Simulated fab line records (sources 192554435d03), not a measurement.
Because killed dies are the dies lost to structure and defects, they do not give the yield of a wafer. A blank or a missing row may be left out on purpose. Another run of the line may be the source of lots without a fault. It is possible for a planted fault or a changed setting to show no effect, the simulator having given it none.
Chamber matching | flow n5-finfet | 4 sister chambers for N5_BEOL_M3_ETCHBACK_99 on rie-diel-01
The step etches SiO2 in CHF3, target depth 5 nm, time 10.4 s. 14 wafers are shown with their chamber, then 7 later ones without.

WAFERS, EACH WITH ITS CHAMBER
wafer  | chamber | throttle-valve-pct (%) | showerhead-plenum-p-Torr (Torr) | drypump-motor-current-A (A)
L845.2 | 3       | 16.93                  | 2.14                            | 5.57
L845.3 | 0       | 16.73                  | 2.19                            | 5.68
L845.5 | 0       | 16.71                  | 2.19                            | 5.66
L854.4 | 0       | 16.76                  | 2.18                            | 5.65
L854.5 | 1       | 17.59                  | 2.23                            | 6.30
L854.6 | 3       | 16.97                  | 2.13                            | 5.57
L855.2 | 3       | 16.96                  | 2.13                            | 5.55
L855.5 | 1       | 17.59                  | 2.23                            | 6.22
L855.6 | 2       | 16.93                  | 2.10                            | 5.61
L857.4 | 0       | 16.75                  | 2.18                            | 5.70
L857.5 | 0       | 16.78                  | 2.18                            | 5.69
L857.6 | 1       | 17.59                  | 2.23                            | 6.18
L856.2 | 2       | 16.93                  | 2.10                            | 5.62
L856.5 | 0       | 16.76                  | 2.18                            | 5.65

SIGNATURES (averages over the wafers above)
reading                  | chamber 0 | chamber 1 | chamber 2 | chamber 3 | scatter within a chamber
throttle-valve-pct       | 16.7483   | 17.5900   | 16.9300   | 16.9533   | 0.0199
showerhead-plenum-p-Torr | 2.1833    | 2.2300    | 2.1000    | 2.1333    | 0.00447
drypump-motor-current-A  | 5.6717    | 6.2333    | 5.6150    | 5.5633    | 0.0317
Rule: a wafer lies at a distance from a chamber equal to the root of the sum of squares, over the readings, of (its reading less the chamber's mean, divided by the reading's scatter). The wafer belongs to the nearest chamber; if the next one is less than 2 further off, it can't be placed. The scatter: the root of (the sum of the squares of (reading less its chamber's mean) over the shown wafers, divided by (wafers less chambers)).

WAFERS WITH NO CHAMBER GIVEN
wafer  | throttle-valve-pct (%) | showerhead-plenum-p-Torr (Torr) | drypump-motor-current-A (A)
L856.6 | 17.59                  | 2.23                            | 6.18
L862.1 | 17.61                  | 2.23                            | 6.18
L862.2 | 16.99                  | 2.13                            | 5.57
L862.3 | 16.77                  | 2.17                            | 5.65
L865.1 | 16.97                  | 2.09                            | 5.61
L865.4 | 17.64                  | 2.22                            | 6.28
L865.5 | 16.98                  | 2.09                            | 5.59

EACH ONE'S CHAMBER
wafer  | from the rows above | in truth
L856.6 | 1                   | 1
L862.1 | 1                   | 1
L862.2 | 3                   | 3
L862.3 | 0                   | 0
L865.1 | 2                   | 2
L865.4 | 1                   | 1
L865.5 | 2                   | 2
7 of 7 placed correctly. Left unplaced by these rows: 0. Wrongly placed: 0.
